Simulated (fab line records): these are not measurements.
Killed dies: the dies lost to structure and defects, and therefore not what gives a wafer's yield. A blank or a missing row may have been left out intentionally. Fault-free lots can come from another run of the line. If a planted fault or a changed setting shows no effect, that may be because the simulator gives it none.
fab line records -- flow n5_finfet -- part 1 of 2: steps 1 to 21 of 31
[record] lots = 5, wafers = 15, last_day = 18
route steps=1938 shown BEOL_M1@760
lots that met no fault: taken from a fault-free run of the same line
start_h: start of the lot's first displayed wafer, in hours after the record's first day -- wait_h: how many hours have passed since the lot's step before this one -- " repeats the value in the row above -- L1.1+2: several wafers, shown together as one row -- - no value present, or no start provided -- * or withheld: withheld -- < > ~ a bound
route shown NAME@n: names a module that has steps shown in the file, with the first one's number in the route -- usual: average and standard deviation across the fault-free wafers -- same: alike in all rows -- chamber/n: place in a boat -- sites: readings site by site -- _std_site: standard deviation of those values -- _edge_site: inner sites' mean taken away from outer sites' mean -- radius_mm: how far each site lies from the wafer's centre -- mask NAME#n: copy n -- behind: tool/chamber where the wafer was last shaped -- hold: why the lot was held/for how many hours/how that ended -- device: the n, p or np transistor that did not switch -- end of line: at the end of the route, the tests of the same wafers -- a step with no rows: only its recipe -- killed: count of dies lost to structure and defects at first sort (not the wafer's yield) -- map: dies across one wafer; x = killed, . = not, _ = none there
set.NAME: the setting that was run; set.NAME@STEP: the one run at that earlier step -- model.NAME: the simulator's own value behind a step, which no gauge read
lots seen at some steps along the route; tables by step, rows by wafer
services: when a tool's chamber went out of use (start_h, in hours from the record's first day, below 0 if earlier), for how many hours, and the reason
[[steps]]
[step N5_BEOL_M1_SOFTBAKE_06]
[recipe] temp_c = 110, time_s = 60, resist = CAR-EUV
lot.wafer,tool,chamber,start_h,wait_h
L076.1+2+4,litho_track-04,0,-,-
L083.1+2+3,litho_track-03,0,-,-
L085.1+4+6,litho_track-03,0,-,-
L092.1+4+5,litho_track-04,0,-,-
L097.1+4+6,litho_track-04,0,-,-
[step N5_BEOL_M1_EXPOSE_08]
[recipe] mask_id = M1, na = 0.33, source_shape = dipole, sigma_inner = 0.369, sigma_outer = 0.767, polarization = unpolarized, dose_mj = 33
lot.wafer,tool,chamber,start_h,wait_h,mask
L076.1+2+4,euv_scanner-02,0,136.92,-,M1#0
L083.1+2+3,euv_scanner-01,0,179.05,-,M1#0
L085.1+4+6,euv_scanner-01,0,185.06,-,M1#0
L092.1+4+5,euv_scanner-02,0,228.79,-,M1#0
L097.1+4+6,euv_scanner-02,0,264.82,-,M1#0
[step N5_BEOL_M1_PEB_09]
[recipe] peb_temp_c = 100, peb_time_s = 60, resist = CAR-EUV
lot.wafer,tool,chamber,start_h,wait_h
L076.1+2+4,litho_track-04,0,136.97,0.1
L083.1+2+3,litho_track-04,0,179.11,0.1
L085.1+4+6,litho_track-03,0,185.12,0.1
L092.1+4+5,litho_track-04,0,228.85,0.1
L097.1+4+6,litho_track-04,0,264.88,0.1
[step N5_BEOL_M1_DEVELOP_10]
[recipe] develop_time_s = 30, developer = TMAH, resist = CAR-EUV, rinse_liquid = surfactant_rinse, dry = air_spin, dev_temp_c = 23
lot.wafer,tool,chamber,start_h,wait_h
L076.1+2+4,litho_track-04,0,-,-
L083.1+2+3,litho_track-04,0,-,-
L085.1+4+6,litho_track-03,0,-,-
L092.1+4+5,litho_track-04,0,-,-
L097.1+4+6,litho_track-04,0,-,-
[step N5_BEOL_M1_CD_MEAS_11]
[recipe] target_cd_nm = 17.05, landing_energy_ev = 500, detector = se_inlens, polarity = opening
[usual] cd_nm = 17.05/0.24
lot.wafer,tool,chamber,start_h,wait_h,cd_nm
L076.1,cd_sem-03,0,137.04,-,17.17
L076.2,cd_sem-03,0,137.04,-,17.34
L076.4,cd_sem-03,0,137.04,-,17.38
L083.1,cd_sem-03,0,179.17,-,17.26
L083.2,cd_sem-03,0,179.17,-,17.25
L083.3,cd_sem-03,0,179.17,-,17.24
L085.1,cd_sem-02,0,185.19,-,17.31
L085.4,cd_sem-02,0,185.19,-,16.84
L085.6,cd_sem-02,0,185.19,-,17.02
L092.1,cd_sem-01,0,228.92,-,17.15
L092.4,cd_sem-01,0,228.92,-,17.44
L092.5,cd_sem-01,0,228.92,-,16.89
L097.1,cd_sem-01,0,264.95,-,17.18
L097.4,cd_sem-01,0,264.95,-,17.11
L097.6,cd_sem-01,0,264.95,-,17.28
[step N5_BEOL_M1_OVL_MEAS_12]
[recipe] points_per_wafer = 522
[usual] M1_OVL = 0.5/0.62
[same] points_per_wafer = 522
lot.wafer,tool,chamber,start_h,wait_h,M1_OVL[nm]
L076.1,overlay-02,0,137.07,0.0,0.0
L076.2,overlay-02,0,137.07,0.0,-0.9
L076.4,overlay-02,0,137.07,0.0,-0.3
L083.1,overlay-01,0,179.20,0.0,1.4
L083.2,overlay-01,0,179.20,0.0,-0.2
L083.3,overlay-01,0,179.20,0.0,0.1
L085.1,overlay-02,0,185.22,0.0,-0.1
L085.4,overlay-02,0,185.22,0.0,-0.2
L085.6,overlay-02,0,185.22,0.0,-0.3
L092.1,overlay-01,0,228.95,0.0,0.1
L092.4,overlay-01,0,228.95,0.0,0.3
L092.5,overlay-01,0,228.95,0.0,0.7
L097.1,overlay-01,0,264.98,0.0,0.8
L097.4,overlay-01,0,264.98,0.0,0.7
L097.6,overlay-01,0,264.98,0.0,1.2
[step N5_BEOL_M1_INSPECT_13]
[recipe] mode = adi, inspect_instrument = brightfield
[usual] raw_defect_count = 388/93
lot.wafer,tool,chamber,start_h,wait_h,raw_defect_count
L076.1,defect_inspect-02,-,137.13,0.1,431
L076.2,defect_inspect-02,-,137.13,0.1,497
L076.4,defect_inspect-02,-,137.13,0.1,407
L083.1,defect_inspect-01,-,179.26,0.1,529
L083.2,defect_inspect-01,-,179.26,0.1,414
L083.3,defect_inspect-01,-,179.26,0.1,525
L085.1,defect_inspect-01,-,185.28,0.1,325
L085.4,defect_inspect-01,-,185.28,0.1,294
L085.6,defect_inspect-01,-,185.28,0.1,266
L092.1,defect_inspect-02,-,229.01,0.1,437
L092.4,defect_inspect-02,-,229.01,0.1,364
L092.5,defect_inspect-02,-,229.01,0.1,359
L097.1,defect_inspect-02,-,265.04,0.1,407
L097.4,defect_inspect-02,-,265.04,0.1,419
L097.6,defect_inspect-02,-,265.04,0.1,397
[step N5_BEOL_M1_DESCUM_16]
[recipe] chemistry = O2, time_s = 7, source_power_w = 50, bias_power_w = 20, pressure_mtorr = 20, rf_frequency_hz = 2.712e+07, temp_c = 40, resist = CAR-EUV, o2_flow_sccm = 225
[usual] drypump_motor_current_A = 5.7/0.43, oes_product_au = 0.76/0.078, rf_fwd_power_W = 49.44/0.19, rf_vpp_V = 243.0/1.3, showerhead_plenum_p_Torr = 2.07/0.07, throttle_valve_pct = 20.45/0.26
lot.wafer,tool,chamber,start_h,wait_h,drypump_motor_current_A,oes_product_au,rf_fwd_power_W,rf_hours_counter_h,rf_vpp_V,showerhead_plenum_p_Torr,throttle_valve_pct
L076.1,rie_diel-03,1,137.17,0.0,5.7,0.80,49.31,129,243.9,2.09,20.14
L076.2,rie_diel-03,0,137.17,0.0,5.9,0.88,49.51,40,241.9,2.03,20.07
L076.4,rie_diel-03,2,137.17,0.0,6.0,0.78,49.17,155,242.5,2.00,20.44
L083.1,rie_diel-02,2,179.30,0.0,5.9,0.77,49.90,137,241.6,2.10,20.63
L083.2,rie_diel-02,1,179.30,0.0,6.3,0.67,49.25,245,242.5,2.03,20.28
L083.3,rie_diel-02,3,179.30,0.0,4.9,0.73,49.53,200,240.1,2.00,20.91
L085.1,rie_diel-02,3,185.34,0.1,4.9,0.73,49.61,203,241.5,2.00,20.91
L085.4,rie_diel-02,3,185.34,0.1,4.9,0.73,49.44,-,241.7,2.00,20.91
L085.6,rie_diel-02,1,185.34,0.1,6.3,0.67,49.40,-,243.6,2.03,20.29
L092.1,rie_diel-03,3,229.04,0.0,5.5,0.69,49.58,198,244.4,2.17,20.43
L092.4,rie_diel-03,2,229.04,0.0,6.0,0.75,49.49,180,242.4,1.99,20.49
L092.5,rie_diel-03,2,229.04,0.0,6.0,0.75,49.44,-,242.4,1.99,20.47
L097.1,rie_diel-02,0,265.09,0.1,5.7,0.90,49.39,23,244.2,2.13,20.23
L097.4,rie_diel-02,1,265.09,0.1,6.4,0.95,49.25,11,243.9,2.03,19.98
L097.6,rie_diel-02,1,265.09,0.1,6.4,0.95,49.49,-,242.0,2.03,19.96
[step N5_BEOL_M1_ETCH_74]
[recipe] chemistry = N2/H2, target = underlayer, target_depth_a = 65, mask_material = CAR-EUV, time_s = 5.2, ion_energy_ev = 200, pressure_mtorr = 30, source_w = 840, bias_w = 150, n2_flow_sccm = 200, h2_flow_sccm = 200, ends = cleared
[usual] drypump_motor_current_A = 5.7/0.43, etch_rf_on_time_s = 5.22/0.13, oes_product_au = 0.65/0.064, rf_fwd_power_W = 819.8/2.5, rf_vpp_V = 523.4/2.7, showerhead_plenum_p_Torr = 2.52/0.085, throttle_valve_pct = 17.93/0.22
lot.wafer,tool,chamber,start_h,wait_h,drypump_motor_current_A,etch_rf_on_time_s,oes_product_au,rf_fwd_power_W,rf_hours_counter_h,rf_vpp_V,showerhead_plenum_p_Torr,throttle_valve_pct
L076.1,rie_diel-03,1,137.20,0.0,5.7,5.12,0.67,815.4,129,523.9,2.55,17.60
L076.2,rie_diel-03,0,137.20,0.0,5.9,5.26,0.74,818.9,40,522.7,2.47,17.62
L076.4,rie_diel-03,2,137.20,0.0,6.0,5.27,0.65,822.2,155,521.4,2.45,17.97
L083.1,rie_diel-02,2,179.33,0.0,5.8,5.16,0.67,824.3,137,522.9,2.55,18.15
L083.2,rie_diel-02,1,179.33,0.0,6.4,5.32,0.58,819.8,245,523.2,2.50,17.83
L083.3,rie_diel-02,3,179.33,0.0,4.9,4.94,0.65,825.5,200,520.4,2.41,18.13
L085.1,rie_diel-02,3,185.37,0.0,4.9,4.98,0.63,817.7,203,520.2,2.41,18.14
L085.4,rie_diel-02,3,185.37,0.0,4.9,4.97,0.64,818.5,-,518.4,2.41,18.16
L085.6,rie_diel-02,1,185.37,0.0,6.3,5.35,0.56,820.7,-,523.2,2.49,17.83
L092.1,rie_diel-03,3,229.07,0.0,5.5,5.40,0.59,821.0,198,527.1,2.64,17.86
L092.4,rie_diel-03,2,229.07,0.0,6.1,5.32,0.62,822.2,180,521.2,2.44,18.01
L092.5,rie_diel-03,2,229.07,0.0,6.1,5.30,0.63,820.1,-,518.4,2.44,18.02
L097.1,rie_diel-02,0,265.13,0.0,5.7,5.20,0.78,817.1,23,524.1,2.61,17.77
L097.4,rie_diel-02,1,265.13,0.0,6.3,5.07,0.81,817.5,11,526.5,2.49,17.46
L097.6,rie_diel-02,1,265.13,0.0,6.3,5.05,0.81,819.9,-,523.9,2.49,17.46
[step N5_BEOL_M1_ETCH_63]
[recipe] chemistry = CF4, target = SiARC, target_depth_a = 156, mask_material = CAR-EUV, time_s = 26, ion_energy_ev = 80, pressure_mtorr = 40, source_w = 545, bias_w = 36, Ar_flow_sccm = 100, cf4_flow_sccm = 100, ends = cleared
[usual] drypump_motor_current_A = 5.7/0.43, etch_rf_on_time_s = 26.0/0.6, oes_product_au = 0.65/0.065, rf_fwd_power_W = 532.2/1.8, rf_vpp_V = 184.1/1.1, showerhead_plenum_p_Torr = 2.13/0.064, throttle_valve_pct = 15.67/0.22
lot.wafer,tool,chamber,start_h,wait_h,drypump_motor_current_A,etch_rf_on_time_s,oes_product_au,rf_fwd_power_W,rf_hours_counter_h,rf_vpp_V,showerhead_plenum_p_Torr,throttle_valve_pct
L076.1,rie_diel-03,1,137.22,0.0,5.7,25.5,0.68,533.2,129,184.9,2.15,15.39
L076.2,rie_diel-03,0,137.22,0.0,5.9,26.4,0.74,532.3,40,184.5,2.09,15.31
L076.4,rie_diel-03,2,137.22,0.0,6.0,26.3,0.65,530.2,155,183.3,2.06,15.70
L083.1,rie_diel-02,2,179.35,0.0,5.9,26.1,0.66,533.8,137,184.7,2.15,15.83
L083.2,rie_diel-02,1,179.35,0.0,6.4,27.1,0.57,529.4,245,183.7,2.11,15.68
L083.3,rie_diel-02,3,179.35,0.0,4.9,24.9,0.64,534.8,200,182.2,2.05,16.00
L085.1,rie_diel-02,3,185.39,0.0,4.9,24.7,0.65,536.2,203,184.7,2.04,16.00
L085.4,rie_diel-02,3,185.39,0.0,4.9,24.9,0.64,536.3,-,183.1,2.04,16.00
L085.6,rie_diel-02,1,185.39,0.0,6.3,26.9,0.57,531.0,-,183.8,2.11,15.71
L092.1,rie_diel-03,3,229.09,0.0,5.5,26.1,0.60,536.5,198,184.4,2.21,15.69
L092.4,rie_diel-03,2,229.09,0.0,6.1,26.0,0.65,533.5,180,183.2,2.05,15.74
L092.5,rie_diel-03,2,229.09,0.0,6.0,26.1,0.64,532.6,-,183.6,2.05,15.73
L097.1,rie_diel-02,0,265.14,0.0,5.7,26.5,0.78,533.9,23,184.5,2.17,15.29
L097.4,rie_diel-02,1,265.14,0.0,6.3,25.7,0.81,530.3,11,185.1,2.10,15.24
L097.6,rie_diel-02,1,265.14,0.0,6.3,25.7,0.80,532.6,-,183.5,2.10,15.23
[step N5_BEOL_M1_ETCH_64]
[recipe] chemistry = N2/H2, target = SOC, target_depth_a = 750, overetch_a = 150, mask_material = SiARC, temp_c = 40, time_s = 112.5, ion_energy_ev = 200, pressure_mtorr = 30, source_w = 840, bias_w = 150, n2_flow_sccm = 200, h2_flow_sccm = 200
[usual] drypump_motor_current_A = 5.7/0.43, oes_product_au = 0.60/0.058, rf_fwd_power_W = 837.4/2.7, rf_vpp_V = 523.4/2.5, showerhead_plenum_p_Torr = 2.52/0.085, throttle_valve_pct = 17.89/0.22
lot.wafer,tool,chamber,start_h,wait_h,drypump_motor_current_A,oes_product_au,rf_fwd_power_W,rf_hours_counter_h,rf_vpp_V,showerhead_plenum_p_Torr,throttle_valve_pct
L076.1,rie_diel-03,1,137.24,0.0,5.7,0.62,839.2,129,523.3,2.55,17.57
L076.2,rie_diel-03,0,137.24,0.0,5.9,0.69,838.4,40,523.6,2.47,17.57
L076.4,rie_diel-03,2,137.24,0.0,6.1,0.62,835.9,155,520.0,2.45,17.94
L083.1,rie_diel-02,2,179.38,0.0,5.9,0.61,836.5,137,524.3,2.55,18.09
L083.2,rie_diel-02,1,179.38,0.0,6.4,0.54,837.5,245,523.5,2.50,17.79
L083.3,rie_diel-02,3,179.38,0.0,4.9,0.58,841.1,200,520.0,2.41,18.10
L085.1,rie_diel-02,3,185.41,0.0,4.9,0.58,837.8,203,519.4,2.41,18.11
L085.4,rie_diel-02,3,185.41,0.0,4.9,0.58,837.1,-,520.3,2.41,18.10
L085.6,rie_diel-02,1,185.41,0.0,6.3,0.54,837.4,-,522.6,2.49,17.79
L092.1,rie_diel-03,3,229.12,0.0,5.5,0.56,839.0,198,526.7,2.64,17.83
L092.4,rie_diel-03,2,229.12,0.0,6.0,0.60,835.3,180,521.1,2.44,17.98
L092.5,rie_diel-03,2,229.12,0.0,6.0,0.59,837.1,-,520.1,2.44,17.97
L097.1,rie_diel-02,0,265.17,0.0,5.7,0.72,835.9,23,524.0,2.61,17.74
L097.4,rie_diel-02,1,265.17,0.0,6.3,0.74,835.6,11,523.2,2.49,17.42
L097.6,rie_diel-02,1,265.17,0.0,6.4,0.74,835.2,-,521.9,2.49,17.41
[step N5_BEOL_M1_STRIP_65]
[recipe] chemistry = N2/H2, temp_c = 40, n2_flow_sccm = 200, h2_flow_sccm = 200, rf_frequency_hz = 6e+07
lot.wafer,tool,chamber,start_h,wait_h
L076.1+2+4,rie_diel-03,"1,0,2",137.35,0.1
L083.1+2+3,rie_diel-02,"2,1,3",179.48,0.1
L085.1+4+6,rie_diel-02,"3,3,1",185.52,0.1
L092.1+4+5,rie_diel-03,"3,2,2",229.23,0.1
L097.1+4+6,rie_diel-02,"0,1,1",265.28,0.1
[step N5_BEOL_M1_STRIP_75]
[recipe] chemistry = N2/H2, temp_c = 40, n2_flow_sccm = 200, h2_flow_sccm = 200, rf_frequency_hz = 6e+07
lot.wafer,tool,chamber,start_h,wait_h
L076.1+2+4,rie_diel-03,"1,0,2",137.36,0.0
L083.1+2+3,rie_diel-02,"2,1,3",179.49,0.0
L085.1+4+6,rie_diel-02,"3,3,1",185.53,0.0
L092.1+4+5,rie_diel-03,"3,2,2",229.24,0.0
L097.1+4+6,rie_diel-02,"0,1,1",265.29,0.0
[step N5_BEOL_M1_STRIP_66]
[recipe] chemistry = CF4, resist = SiARC, power_w = 300, bias_power_w = 75, pressure_mtorr = 50, cf4_flow_sccm = 150, rf_frequency_hz = 6e+07
[usual] drypump_motor_current_A = 5.7/0.43, oes_product_au = 0.75/0.073, rf_fwd_power_W = 292.6/0.93, rf_vpp_V = 270.9/1.5, showerhead_plenum_p_Torr = 1.78/0.052, throttle_valve_pct = 13.64/0.25
lot.wafer,tool,chamber,start_h,wait_h,drypump_motor_current_A,oes_product_au,rf_fwd_power_W,rf_hours_counter_h,rf_vpp_V,showerhead_plenum_p_Torr,throttle_valve_pct
L076.1,rie_diel-03,1,137.37,0.0,5.7,0.78,291.7,129,271.9,1.79,13.34
L076.2,rie_diel-03,0,137.37,0.0,5.9,0.86,292.2,40,270.0,1.75,13.25
L076.4,rie_diel-03,2,137.37,0.0,6.0,0.76,291.7,155,269.2,1.74,13.70
L083.1,rie_diel-02,2,179.50,0.0,5.8,0.76,291.9,137,271.5,1.80,13.78
L083.2,rie_diel-02,1,179.50,0.0,6.4,0.67,292.6,245,271.1,1.75,13.65
L083.3,rie_diel-02,3,179.50,0.0,4.9,0.73,293.0,200,269.1,1.73,14.03
L085.1,rie_diel-02,3,185.54,0.0,4.9,0.72,292.1,203,269.7,1.73,14.03
L085.4,rie_diel-02,3,185.54,0.0,4.9,0.72,291.9,-,270.2,1.73,14.03
L085.6,rie_diel-02,1,185.54,0.0,6.4,0.67,291.6,-,271.8,1.75,13.65
L092.1,rie_diel-03,3,229.25,0.0,5.5,0.69,291.9,198,271.6,1.86,13.71
L092.4,rie_diel-03,2,229.25,0.0,6.0,0.75,292.9,180,269.5,1.73,13.74
L092.5,rie_diel-03,2,229.25,0.0,6.0,0.74,291.8,-,269.0,1.73,13.76
L097.1,rie_diel-02,0,265.30,0.0,5.7,0.90,292.2,23,271.9,1.81,13.22
L097.4,rie_diel-02,1,265.30,0.0,6.3,0.92,293.3,11,270.9,1.75,13.13
L097.6,rie_diel-02,1,265.30,0.0,6.3,0.93,292.2,-,271.0,1.75,13.11
[step N5_BEOL_M1_HM_OPEN_17]
[recipe] chemistry = Cl2/BCl3, target_depth_a = 200, overetch_a = 60, target = TiN, mask_material = SOC, ion_energy_ev = 150, pressure_mtorr = 10, icp_w = 1000, bias_w = 126, Cl2_flow_sccm = 53.25, bcl3_flow_sccm = 21.75, Ar_flow_sccm = 25
[usual] drypump_motor_current_A = 6.05/0.3, mfc_cl2_sccm = 53.23/0.15, oes_ar_750_au = 0.80/0.088, oes_product_au = 0.68/0.076, rf_fwd_power_W = 992/3.5, throttle_valve_pct = 22.12/0.19
lot.wafer,tool,chamber,start_h,wait_h,drypump_motor_current_A,mfc_cl2_sccm,oes_ar_750_au,oes_product_au,rf_fwd_power_W,rf_hours_counter_h,throttle_valve_pct
L076.1,rie_metal-02,0,137.41,0.0,6.10,53.17,0.88,0.77,990,6,22.11
L076.2,rie_metal-02,1,137.41,0.0,6.18,52.85,0.91,0.79,995,2,22.34
L076.4,rie_metal-02,1,137.41,0.0,6.19,53.18,0.92,0.79,992,-,22.33
L083.1,rie_metal-02,1,179.54,0.0,6.17,53.14,0.88,0.75,991,7,22.34
L083.2,rie_metal-02,0,179.54,0.0,6.09,53.37,0.86,0.74,988,11,22.11
L083.3,rie_metal-02,1,179.54,0.0,6.20,52.89,0.88,0.75,989,-,22.35
L085.1,rie_metal-01,1,185.58,0.0,6.12,53.30,0.79,0.69,994,32,22.24
L085.4,rie_metal-01,0,185.58,0.0,5.31,53.10,0.78,0.66,992,-,21.75
L085.6,rie_metal-01,1,185.58,0.0,6.13,53.28,0.79,0.68,1000,-,22.24
L092.1,rie_metal-03,1,229.29,0.0,6.06,53.46,0.60,0.52,992,120,22.03
L092.4,rie_metal-03,0,229.29,0.0,6.32,53.03,0.78,0.68,990,-,22.09
L092.5,rie_metal-03,0,229.29,0.0,6.30,53.15,0.78,0.67,990,-,22.07
L097.1,rie_metal-01,0,265.34,0.0,5.29,53.42,0.76,0.64,996,45,21.75
L097.4,rie_metal-01,0,265.34,0.0,5.30,53.27,0.76,0.65,995,-,21.73
L097.6,rie_metal-01,1,265.34,0.0,6.08,53.20,0.77,0.67,996,-,22.26
[step N5_BEOL_M1_STRIP_19]
[recipe] chemistry = O2, power_w = 400, temp_c = 40, pressure_mtorr = 30, rf_frequency_hz = 6e+07, bias_power_w = 0, overash_fraction = 0.2, o2_flow_sccm = 225
[usual] drypump_motor_current_A = 5.8/0.34, oes_product_au = 0.78/0.08, rf_vpp_V = 3.7/0.49, showerhead_plenum_p_Torr = 2.08/0.075, throttle_valve_pct = 16.63/0.24
lot.wafer,tool,chamber,start_h,wait_h,drypump_motor_current_A,oes_product_au,rf_hours_counter_h,rf_vpp_V,showerhead_plenum_p_Torr,throttle_valve_pct
L076.1,rie_diel-02,3,137.60,0.2,4.9,0.73,189,5.1,2.01,17.07
L076.2,rie_diel-02,1,137.60,0.2,6.4,0.68,234,3.2,2.04,16.60
L076.4,rie_diel-02,2,137.60,0.2,5.8,0.78,126,3.8,2.11,16.84
L083.1,rie_diel-03,0,179.66,0.1,5.9,0.87,53,3.1,2.03,16.36
L083.2,rie_diel-03,3,179.66,0.1,5.5,0.70,184,4.1,2.17,16.72
L083.3,rie_diel-03,2,179.66,0.1,6.1,0.76,164,3.8,2.00,16.72
L085.1,rie_diel-03,0,185.69,0.1,5.9,0.86,54,4.3,2.03,16.35
L085.4,rie_diel-03,2,185.69,0.1,6.0,0.76,166,4.0,2.00,16.71
L085.6,rie_diel-03,3,185.69,0.1,5.5,0.71,-,3.5,2.17,16.71
L092.1,rie_diel-04,3,229.40,0.1,6.3,0.85,62,4.2,2.23,16.75
L092.4,rie_diel-04,3,229.40,0.1,6.3,0.84,-,3.4,2.23,16.75
L092.5,rie_diel-04,2,229.40,0.1,5.8,0.73,-,2.7,2.06,16.59
L097.1,rie_diel-02,1,265.45,0.1,6.3,0.95,11,5.0,2.03,16.18
L097.4,rie_diel-02,3,265.45,0.1,4.9,0.70,230,3.2,2.00,17.17
L097.6,rie_diel-02,1,265.45,0.1,6.3,0.95,-,3.3,2.03,16.19
[step N5_BEOL_M1_CD_MEAS_18]
[recipe] pitch_nm = 36, target_cd_nm = 18
[usual] cd_nm = 18.0/0.33
lot.wafer,tool,chamber,start_h,wait_h,cd_nm
L076.1,cd_sem-02,-,137.67,0.0,17.9
L076.2,cd_sem-02,-,137.67,0.0,17.9
L076.4,cd_sem-02,-,137.67,0.0,17.9
L083.1,cd_sem-01,-,179.73,0.0,17.6
L083.2,cd_sem-01,-,179.73,0.0,18.2
L083.3,cd_sem-01,-,179.73,0.0,18.3
L085.1,cd_sem-02,-,185.76,0.0,18.5
L085.4,cd_sem-02,-,185.76,0.0,17.7
L085.6,cd_sem-02,-,185.76,0.0,18.1
L092.1,cd_sem-02,-,229.47,0.0,18.7
L092.4,cd_sem-02,-,229.47,0.0,18.1
L092.5,cd_sem-02,-,229.47,0.0,18.3
L097.1,cd_sem-03,-,265.52,0.0,18.2
L097.4,cd_sem-03,-,265.52,0.0,17.7
L097.6,cd_sem-03,-,265.52,0.0,18.1
[step N5_BEOL_M1_COAT_67]
[recipe] resist = SOC, temp_c = 250, time_s = 60, spin_rpm = 1500, resist_thk_nm = 60
lot.wafer,tool,chamber,start_h,wait_h
L076.1+2+4,litho_track-02,0,137.70,0.0
L083.1+2+3,litho_track-04,0,179.76,0.0
L085.1+4+6,litho_track-03,0,185.80,0.0
L092.1+4+5,litho_track-02,0,229.50,0.0
L097.1+4+6,litho_track-02,0,265.56,0.0
[step N5_BEOL_M1_COAT_68]
[recipe] resist = SiARC, temp_c = 220, time_s = 60, spin_rpm = 1500, resist_thk_nm = 12
lot.wafer,tool,chamber,start_h,wait_h
L076.1+2+4,litho_track-02,0,-,-
L083.1+2+3,litho_track-04,0,-,-
L085.1+4+6,litho_track-03,0,-,-
L092.1+4+5,litho_track-02,0,-,-
L097.1+4+6,litho_track-02,0,-,-
[step N5_BEOL_M1_COAT_76]
[recipe] resist = underlayer, temp_c = 205, time_s = 60, spin_rpm = 1500, resist_thk_nm = 5
lot.wafer,tool,chamber,start_h,wait_h
L076.1+2+4,litho_track-02,0,-,-
L083.1+2+3,litho_track-04,0,-,-
L085.1+4+6,litho_track-03,0,-,-
L092.1+4+5,litho_track-02,0,-,-
L097.1+4+6,litho_track-02,0,-,-
[step N5_BEOL_M1_COAT_22]
[recipe] resist = CAR-EUV, spin_rpm = 1500, resist_thk_nm = 30
lot.wafer,tool,chamber,start_h,wait_h
L076.1+2+4,litho_track-02,0,-,-
L083.1+2+3,litho_track-04,0,-,-
L085.1+4+6,litho_track-03,0,-,-
L092.1+4+5,litho_track-02,0,-,-
L097.1+4+6,litho_track-02,0,-,-
